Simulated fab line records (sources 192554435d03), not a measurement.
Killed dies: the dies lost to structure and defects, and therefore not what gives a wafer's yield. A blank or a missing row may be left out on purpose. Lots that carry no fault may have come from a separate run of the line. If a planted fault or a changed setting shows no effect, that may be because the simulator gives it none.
Split-lot study || flow n5 finfet || 21 wafers read from 7 lots, route of 1938 steps

## ABOUT THE SPLIT
At N5_HKMG_FIN_PWFM_ALD_03 (deposits TiN, target thk 2 nm, pulse time 1 s, purge time 3 s), the setting ald cycles was moved away from the recipe's 91 on 5 of the 21 wafers read, by -16.5% to +15.4%. The other wafers ran this setting at the recipe's value.

Reading taken at the split's own step.

## THE READING
TiN_of_HKMG_FIN_PWFM_ALD_03.thk nm (the simulator's own value, which no gauge read), in nm, at N5_HKMG_FIN_PWFM_ALD_03 (deposits TiN, target thk 2 nm, pulse time 1 s, purge time 3 s). No usual value for it is given in the file.

{"wafer": "L081.2", "tool, chamber at the split": "ald metal-01, 1,2,1", "ald cycles as run": 91, "against the recipe": "recipe", "TiN_of_HKMG_FIN_PWFM_ALD_03.thk nm, nm": 2, "against lot-mates on the recipe": "-"}
{"wafer": "L081.4", "tool, chamber at the split": "ald metal-01, 1,2,1", "ald cycles as run": 91, "against the recipe": "recipe", "TiN_of_HKMG_FIN_PWFM_ALD_03.thk nm, nm": 2, "against lot-mates on the recipe": "-"}
{"wafer": "L081.5", "tool, chamber at the split": "ald metal-01, 1,2,1", "ald cycles as run": 91, "against the recipe": "recipe", "TiN_of_HKMG_FIN_PWFM_ALD_03.thk nm, nm": 2, "against lot-mates on the recipe": "-"}
{"wafer": "L082.2", "tool, chamber at the split": "ald metal-01, 2,3,0", "ald cycles as run": 91, "against the recipe": "recipe", "TiN_of_HKMG_FIN_PWFM_ALD_03.thk nm, nm": 2, "against lot-mates on the recipe": "-"}
{"wafer": "L082.3", "tool, chamber at the split": "ald metal-01, 2,3,0", "ald cycles as run": 91, "against the recipe": "recipe", "TiN_of_HKMG_FIN_PWFM_ALD_03.thk nm, nm": 2, "against lot-mates on the recipe": "-"}
{"wafer": "L082.5", "tool, chamber at the split": "ald metal-01, 2,3,0", "ald cycles as run": 91, "against the recipe": "recipe", "TiN_of_HKMG_FIN_PWFM_ALD_03.thk nm, nm": 2, "against lot-mates on the recipe": "-"}
{"wafer": "L083.2", "tool, chamber at the split": "ald metal-02, 1", "ald cycles as run": 82, "against the recipe": "-9.9%", "TiN_of_HKMG_FIN_PWFM_ALD_03.thk nm, nm": 1.8, "against lot-mates on the recipe": -0.2}
{"wafer": "L083.3", "tool, chamber at the split": "ald metal-02, 0", "ald cycles as run": 91, "against the recipe": "recipe", "TiN_of_HKMG_FIN_PWFM_ALD_03.thk nm, nm": 2, "against lot-mates on the recipe": "-"}
{"wafer": "L083.6", "tool, chamber at the split": "ald metal-02, 0", "ald cycles as run": 91, "against the recipe": "recipe", "TiN_of_HKMG_FIN_PWFM_ALD_03.thk nm, nm": 2, "against lot-mates on the recipe": "-"}
{"wafer": "L086.1", "tool, chamber at the split": "ald metal-03, 1", "ald cycles as run": 76, "against the recipe": "-16.5%", "TiN_of_HKMG_FIN_PWFM_ALD_03.thk nm, nm": 1.6, "against lot-mates on the recipe": -0.4}
{"wafer": "L086.3", "tool, chamber at the split": "ald metal-03, 0", "ald cycles as run": 91, "against the recipe": "recipe", "TiN_of_HKMG_FIN_PWFM_ALD_03.thk nm, nm": 2, "against lot-mates on the recipe": "-"}
{"wafer": "L086.5", "tool, chamber at the split": "ald metal-03, 0", "ald cycles as run": 91, "against the recipe": "recipe", "TiN_of_HKMG_FIN_PWFM_ALD_03.thk nm, nm": 2, "against lot-mates on the recipe": "-"}
{"wafer": "L087.1", "tool, chamber at the split": "ald metal-02, 3", "ald cycles as run": 91, "against the recipe": "recipe", "TiN_of_HKMG_FIN_PWFM_ALD_03.thk nm, nm": 2, "against lot-mates on the recipe": "-"}
{"wafer": "L087.4", "tool, chamber at the split": "ald metal-02, 1,3", "ald cycles as run": 95, "against the recipe": "+4.4%", "TiN_of_HKMG_FIN_PWFM_ALD_03.thk nm, nm": 2, "against lot-mates on the recipe": "+0.0"}
{"wafer": "L087.5", "tool, chamber at the split": "ald metal-02, 1,3", "ald cycles as run": 95, "against the recipe": "+4.4%", "TiN_of_HKMG_FIN_PWFM_ALD_03.thk nm, nm": 2, "against lot-mates on the recipe": "+0.0"}
{"wafer": "L092.1", "tool, chamber at the split": "ald metal-01, 2,1,3", "ald cycles as run": 91, "against the recipe": "recipe", "TiN_of_HKMG_FIN_PWFM_ALD_03.thk nm, nm": 2, "against lot-mates on the recipe": "-"}
{"wafer": "L092.2", "tool, chamber at the split": "ald metal-01, 2,1,3", "ald cycles as run": 91, "against the recipe": "recipe", "TiN_of_HKMG_FIN_PWFM_ALD_03.thk nm, nm": 2, "against lot-mates on the recipe": "-"}
{"wafer": "L092.5", "tool, chamber at the split": "ald metal-01, 2,1,3", "ald cycles as run": 91, "against the recipe": "recipe", "TiN_of_HKMG_FIN_PWFM_ALD_03.thk nm, nm": 2, "against lot-mates on the recipe": "-"}
{"wafer": "L096.1", "tool, chamber at the split": "ald metal-03, 2,0", "ald cycles as run": 91, "against the recipe": "recipe", "TiN_of_HKMG_FIN_PWFM_ALD_03.thk nm, nm": 2, "against lot-mates on the recipe": "-"}
{"wafer": "L096.2", "tool, chamber at the split": "ald metal-03, 2,0", "ald cycles as run": 91, "against the recipe": "recipe", "TiN_of_HKMG_FIN_PWFM_ALD_03.thk nm, nm": 2, "against lot-mates on the recipe": "-"}
{"wafer": "L096.3", "tool, chamber at the split": "ald metal-03, 3", "ald cycles as run": 105, "against the recipe": "+15.4%", "TiN_of_HKMG_FIN_PWFM_ALD_03.thk nm, nm": 2.4, "against lot-mates on the recipe": "+0.4"}
Rows listing several chambers each stand for several wafers; the file does not say which wafer went through which chamber.

THE FIT
A straight line over all 21 wafers: TiN_of_HKMG_FIN_PWFM_ALD_03.thk nm changes by +0.0228 nm for each +1% of ald cycles; r = +0.97; the points scatter about the line by 0.035 nm.
The same after taking each lot's own level away (the mean of its wafers on the recipe; 21 wafers): +0.0228 nm for each +1%; r = +0.97; scatter 0.035 nm.
The reading moves by 0.38 nm for the largest change in ald cycles, on that fit.
The lots' own levels span 2.00 to 2.00 nm.
So the lot-to-lot level changes the slope little: the two slopes agree.
Check: with one of the wafers moved furthest among these (-16.5%) left out of the fit, the line predicts -0.369 nm for it against its lot-mates. Against them it came out at -0.4 nm.

## FURTHER SPLITS ON THESE WAFERS
Note: prior to the reading, these wafers also went through further splits. Each is held against what the fit with the lots' levels taken away leaves over:
{"other split on the same wafers": "N5_SD_EPI_N_COAT_03 spin rpm", "wafers away from the commonest value": 6, "r with TiN_of_HKMG_FIN_PWFM_ALD_03.thk nm (lot level and that fit taken away)": -0.32}
{"other split on the same wafers": "N5_SD_EPI_N_ETCH_35 time s", "wafers away from the commonest value": 10, "r with TiN_of_HKMG_FIN_PWFM_ALD_03.thk nm (lot level and that fit taken away)": -0.03}
{"other split on the same wafers": "N5_SDB_COAT_03 spin rpm", "wafers away from the commonest value": 7, "r with TiN_of_HKMG_FIN_PWFM_ALD_03.thk nm (lot level and that fit taken away)": -0.17}

## FILE'S OWN FIT
TiN_of_HKMG_FIN_PWFM_ALD_03.thk nm changes by +0.0235 nm for each +1% of ald cycles, r = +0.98.
